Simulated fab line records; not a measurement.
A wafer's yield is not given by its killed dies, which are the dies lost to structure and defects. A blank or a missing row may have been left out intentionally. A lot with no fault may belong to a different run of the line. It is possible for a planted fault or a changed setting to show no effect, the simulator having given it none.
The tool behind it: which one? :: flow n5Finfet :: 9 lots, 27 wafers sampled, at 1 step of a route of 1938

## WHAT THE GAUGES READ, wafer by wafer
N5_BEOL_M4_RC_MEAS_101.
lot: L974
measured: day 8 13:38
on: prober-02
DIBL_N (mV/V): 36.3 37.3 37.1
DIBL_P (mV/V): 35.6 37.0 36.1
IOFF_N (nA/um): 0.16 0.18 0.16
IOFF_P (nA/um): 0.23 0.25 0.22
ION_N (uA/um): 683 680 680
ION_P (uA/um): 474 465 472
SS_N (mV/dec): 71.8 71.7 71.6
SS_P (mV/dec): 73.3 73.5 73.8
VT_N (mV): 247 247 248
VT_P (mV): -250 -246 -250

lot: L976
measured: day 9 08:32
on: prober-01
DIBL_N (mV/V): 37.3 36.5 34.3
DIBL_P (mV/V): 36.4 34.5 33.2
IOFF_N (nA/um): 0.17 0.17 0.13
IOFF_P (nA/um): 0.23 0.20 0.18
ION_N (uA/um): 673 678 668
ION_P (uA/um): 467 459 457
SS_N (mV/dec): 71.5 71.8 70.1
SS_P (mV/dec): 73.2 72.7 72.1
VT_N (mV): 250 247 249
VT_P (mV): -247 -249 -250

lot: L977
measured: day 10 01:50
on: prober-02
DIBL_N (mV/V): 36.2 35.3 37.4
DIBL_P (mV/V): 36.8 34.3 39.0
IOFF_N (nA/um): 0.15 0.12 0.18
IOFF_P (nA/um): 0.20 0.17 0.23
ION_N (uA/um): 654 665 671
ION_P (uA/um): 455 461 458
SS_N (mV/dec): 72.1 71.8 71.7
SS_P (mV/dec): 73.0 72.3 74.2
VT_N (mV): 252 255 248
VT_P (mV): -251 -253 -250

lot: L979
measured: day 10 04:14
on: prober-01
DIBL_N (mV/V): 37.7 35.6 35.2
DIBL_P (mV/V): 38.2 36.0 35.4
IOFF_N (nA/um): 0.22 0.17 0.16
IOFF_P (nA/um): 0.30 0.24 0.24
ION_N (uA/um): 675 685 667
ION_P (uA/um): 464 471 466
SS_N (mV/dec): 71.6 71.0 70.4
SS_P (mV/dec): 74.1 73.0 73.9
VT_N (mV): 245 245 250
VT_P (mV): -245 -248 -245

lot: L980
measured: day 10 08:41
on: prober-02
DIBL_N (mV/V): 37.7 37.3 37.0
DIBL_P (mV/V): 37.1 38.2 38.0
IOFF_N (nA/um): 0.17 0.16 0.16
IOFF_P (nA/um): 0.24 0.26 0.24
ION_N (uA/um): 675 678 682
ION_P (uA/um): 471 471 466
SS_N (mV/dec): 71.8 71.5 71.5
SS_P (mV/dec): 73.0 74.0 72.8
VT_N (mV): 247 248 249
VT_P (mV): -246 -245 -246

lot: L992
measured: day 13 06:59
on: prober-02
DIBL_N (mV/V): 33.0 38.4 35.4
DIBL_P (mV/V): 30.8 38.8 34.2
IOFF_N (nA/um): 0.11 0.20 0.13
IOFF_P (nA/um): 0.15 0.27 0.19
ION_N (uA/um): 649 676 670
ION_P (uA/um): 449 463 463
SS_N (mV/dec): 71.1 71.9 71.2
SS_P (mV/dec): 72.6 74.0 72.6
VT_N (mV): 257 248 251
VT_P (mV): -254 -244 -249

lot: L991
measured: day 13 17:14
on: prober-02
DIBL_N (mV/V): 40.5 37.6 38.3
DIBL_P (mV/V): 38.1 34.2 34.9
IOFF_N (nA/um): 0.21 0.15 0.16
IOFF_P (nA/um): 0.27 0.20 0.20
ION_N (uA/um): 666 660 653
ION_P (uA/um): 462 462 457
SS_N (mV/dec): 71.8 71.4 71.7
SS_P (mV/dec): 73.7 72.6 72.8
VT_N (mV): 246 250 251
VT_P (mV): -247 -250 -250

lot: L990
measured: day 14 05:20
on: prober-02
DIBL_N (mV/V): 35.7 35.1 36.1
DIBL_P (mV/V): 34.4 34.1 35.5
IOFF_N (nA/um): 0.15 0.15 0.16
IOFF_P (nA/um): 0.18 0.17 0.19
ION_N (uA/um): 675 665 679
ION_P (uA/um): 458 449 455
SS_N (mV/dec): 71.3 71.9 71.9
SS_P (mV/dec): 73.4 73.3 73.0
VT_N (mV): 250 252 249
VT_P (mV): -255 -251 -251

lot: L994
measured: day 15 03:51
on: prober-02
DIBL_N (mV/V): 38.7 36.5 34.7
DIBL_P (mV/V): 39.5 37.2 35.7
IOFF_N (nA/um): 0.20 0.16 0.13
IOFF_P (nA/um): 0.25 0.22 0.20
ION_N (uA/um): 694 679 661
ION_P (uA/um): 469 470 465
SS_N (mV/dec): 72.4 72.2 71.4
SS_P (mV/dec): 73.6 73.4 72.2
VT_N (mV): 244 250 252
VT_P (mV): -246 -247 -252

## EACH LOT AND THE TOOL THAT RAN IT (in order: tool; ch and the chambers of the sampled wafers; start)
Record: no process step prior to these readings.

## AS READ BY THE TOOLS THEMSELVES (means over the sampled wafers that have a number; for cases with no such wafer, the mark the record gives instead)
The record holds no such reading with a usual standard deviation.

## THE ANSWER, worked out from the rows above alone
Rule: the usual values come from the lots themselves. The widest of any qualifying gaps counts: lots, ordered by their means at a reading, are off when they make up no more than a third of the lots, leave a main group of 4 or more, and stand apart from it by 3 or more times the standard deviation of that group's means. Not used: any main group whose means are identical at the precision the tables above print for the reading. A lot without any number at a reading at which 4 lots or more have one is off too. Any other lot the step has rows for is counted as sound. Order of review: gauges by route order, followed by the tools' own readings, for which a lot's mean as printed above is used. The first step at which some lot is off is used, and at that step the reading that is off furthest; a lot without a number counts as furthest.
Across all readings shown, no lot is off: no conclusion can be drawn from this.

## WHAT HAD BEEN PUT IN BY THE SIMULATOR
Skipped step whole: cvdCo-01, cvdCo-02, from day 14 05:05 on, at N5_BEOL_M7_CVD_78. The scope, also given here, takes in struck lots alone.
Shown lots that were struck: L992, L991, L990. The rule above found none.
